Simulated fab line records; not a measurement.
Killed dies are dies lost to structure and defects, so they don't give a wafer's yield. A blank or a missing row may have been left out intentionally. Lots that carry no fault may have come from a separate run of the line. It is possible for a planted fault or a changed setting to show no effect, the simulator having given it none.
Chamber matching ; flow n5_finfet ; rie_diel-05 running N5_SD_EPI_N_ETCH_35: 4 sister chambers
The step etches SOC in N2/H2, overetch 108 nm, time 486 s. 8 wafers are shown with their chamber, then 8 later ones without.

== WAFERS PAIRED WITH THEIR CHAMBERS ==
wafer;chamber;showerhead_plenum_p_Torr (Torr);throttle_valve_pct (%)
L078.1;3;2.66;23.60
L078.4;0;2.56;23.75
L083.1;1;2.49;23.22
L083.5;0;2.56;23.75
L083.6;1;2.49;23.24
L088.5;2;2.52;23.53
L088.6;3;2.65;23.65
L090.2;2;2.52;23.55

== WAFERS MISSING THEIR CHAMBER ==
wafer;showerhead_plenum_p_Torr (Torr);throttle_valve_pct (%)
L090.4;2.65;23.64
L090.5;2.52;23.54
L092.2;2.52;23.55
L092.3;2.55;23.79
L092.4;2.48;23.25
L093.3;2.48;23.28
L093.5;2.48;23.27
L093.6;2.52;23.56

== EACH ONE'S CHAMBER ==
wafer;from the rows above;in truth
L090.4;3;3
L090.5;2;2
L092.2;2;2
L092.3;0;0
L092.4;1;1
L093.3;1;1
L093.5;1;1
L093.6;2;2
Placed correctly: 8 of 8. Can't be placed from these rows: 0. Placed wrongly: 0.
How it was worked out, from the rows above alone: a wafer's distance from a chamber is the root of the sum, over the readings, of the square of ((its reading less the chamber's mean) divided by the reading's scatter). If the next closest chamber is less than 2 further off than the closest, the wafer can't be placed; otherwise it belongs to the closest. The mean given for a chamber averages the wafers shown for that chamber. The scatter is the square root of a quotient: the sum, over the shown wafers, of each reading's squared deviation from its chamber's mean, divided by wafers minus chambers.
